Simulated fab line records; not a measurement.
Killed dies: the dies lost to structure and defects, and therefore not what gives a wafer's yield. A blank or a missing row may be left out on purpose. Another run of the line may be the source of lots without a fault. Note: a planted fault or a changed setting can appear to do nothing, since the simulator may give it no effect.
Chamber matching / flow nand-harc / NHARC_A_CONTACT_CMP_20 on cmp-02 has 4 sister chambers
The step polishes, t overpolish 30 s, target thk 300 nm. 16 wafers are shown with their chamber, then 8 later ones without.

== WAFERS, EACH WITH ITS CHAMBER ==
wafer=L463.1; chamber=3; motor-current-A (A)=10.6; time-to-endpoint-s (s)=63; edge-zone-pressure-frac=0.997
wafer=L463.4; chamber=1; motor-current-A (A)=12.3; time-to-endpoint-s (s)=63; edge-zone-pressure-frac=1.008
wafer=L463.5; chamber=1; motor-current-A (A)=12.6; time-to-endpoint-s (s)=64; edge-zone-pressure-frac=1.003
wafer=L475.1; chamber=2; motor-current-A (A)=14.5; time-to-endpoint-s (s)=64; edge-zone-pressure-frac=0.990
wafer=L475.5; chamber=2; motor-current-A (A)=14.1; time-to-endpoint-s (s)=67; edge-zone-pressure-frac=0.992
wafer=L475.6; chamber=1; motor-current-A (A)=12.8; time-to-endpoint-s (s)=64; edge-zone-pressure-frac=1.001
wafer=L477.2; chamber=0; motor-current-A (A)=13.9; time-to-endpoint-s (s)=53; edge-zone-pressure-frac=1.006
wafer=L477.3; chamber=1; motor-current-A (A)=13.0; time-to-endpoint-s (s)=64; edge-zone-pressure-frac=0.993
wafer=L477.5; chamber=0; motor-current-A (A)=13.8; time-to-endpoint-s (s)=54; edge-zone-pressure-frac=1.004
wafer=L480.1; chamber=1; motor-current-A (A)=12.4; time-to-endpoint-s (s)=68; edge-zone-pressure-frac=1.004
wafer=L480.2; chamber=0; motor-current-A (A)=14.2; time-to-endpoint-s (s)=59; edge-zone-pressure-frac=1.004
wafer=L480.5; chamber=3; motor-current-A (A)=11.7; time-to-endpoint-s (s)=67; edge-zone-pressure-frac=1.000
wafer=L479.2; chamber=3; motor-current-A (A)=11.1; time-to-endpoint-s (s)=66; edge-zone-pressure-frac=0.997
wafer=L479.5; chamber=2; motor-current-A (A)=13.7; time-to-endpoint-s (s)=67; edge-zone-pressure-frac=1.002
wafer=L479.6; chamber=3; motor-current-A (A)=10.9; time-to-endpoint-s (s)=63; edge-zone-pressure-frac=1.002
wafer=L481.2; chamber=3; motor-current-A (A)=11.6; time-to-endpoint-s (s)=60; edge-zone-pressure-frac=1.002

SIGNATURES (means of the wafers above)
reading=motor-current-A; chamber 0=13.967; chamber 1=12.620; chamber 2=14.100; chamber 3=11.180; scatter within a chamber=0.365
reading=time-to-endpoint-s; chamber 0=55.33; chamber 1=64.60; chamber 2=66.00; chamber 3=63.80; scatter within a chamber=2.46
reading=edge-zone-pressure-frac; chamber 0=1.00467; chamber 1=1.00180; chamber 2=0.99467; chamber 3=0.99960; scatter within a chamber=0.00441
Rule: a wafer lies at a distance from a chamber equal to the root of the sum of squares, over the readings, of (its reading less the chamber's mean, divided by the reading's scatter). The wafer belongs to the nearest chamber; if the next one is less than 2 further off, it can't be placed. The scatter: take each reading less its chamber's mean, square it, sum over the shown wafers, divide by the number of wafers less the number of chambers, and take the root.

== WAFERS WHOSE CHAMBER IS MISSING ==
wafer=L481.4; motor-current-A (A)=14.3; time-to-endpoint-s (s)=66; edge-zone-pressure-frac=1.001
wafer=L481.5; motor-current-A (A)=13.5; time-to-endpoint-s (s)=61; edge-zone-pressure-frac=1.010
wafer=L483.3; motor-current-A (A)=11.6; time-to-endpoint-s (s)=68; edge-zone-pressure-frac=1.002
wafer=L483.5; motor-current-A (A)=12.7; time-to-endpoint-s (s)=65; edge-zone-pressure-frac=1.004
wafer=L483.6; motor-current-A (A)=14.2; time-to-endpoint-s (s)=67; edge-zone-pressure-frac=0.995
wafer=L485.3; motor-current-A (A)=14.2; time-to-endpoint-s (s)=64; edge-zone-pressure-frac=0.992
wafer=L485.4; motor-current-A (A)=11.7; time-to-endpoint-s (s)=66; edge-zone-pressure-frac=0.987
wafer=L485.5; motor-current-A (A)=14.0; time-to-endpoint-s (s)=58; edge-zone-pressure-frac=1.006

== EACH ONE'S CHAMBER ==
wafer=L481.4; from the rows above=2; in truth=2
wafer=L481.5; from the rows above=can't be placed: 0 or 1 or 2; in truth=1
wafer=L483.3; from the rows above=can't be placed: 3 or 1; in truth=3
wafer=L483.5; from the rows above=1; in truth=1
wafer=L483.6; from the rows above=2; in truth=2
wafer=L485.3; from the rows above=2; in truth=2
wafer=L485.4; from the rows above=can't be placed: 3 or 1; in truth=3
wafer=L485.5; from the rows above=0; in truth=0
Placed correctly: 5 of 8. These rows do not allow placing 3 (true chamber among the candidates in 3). Placed wrongly: 0.
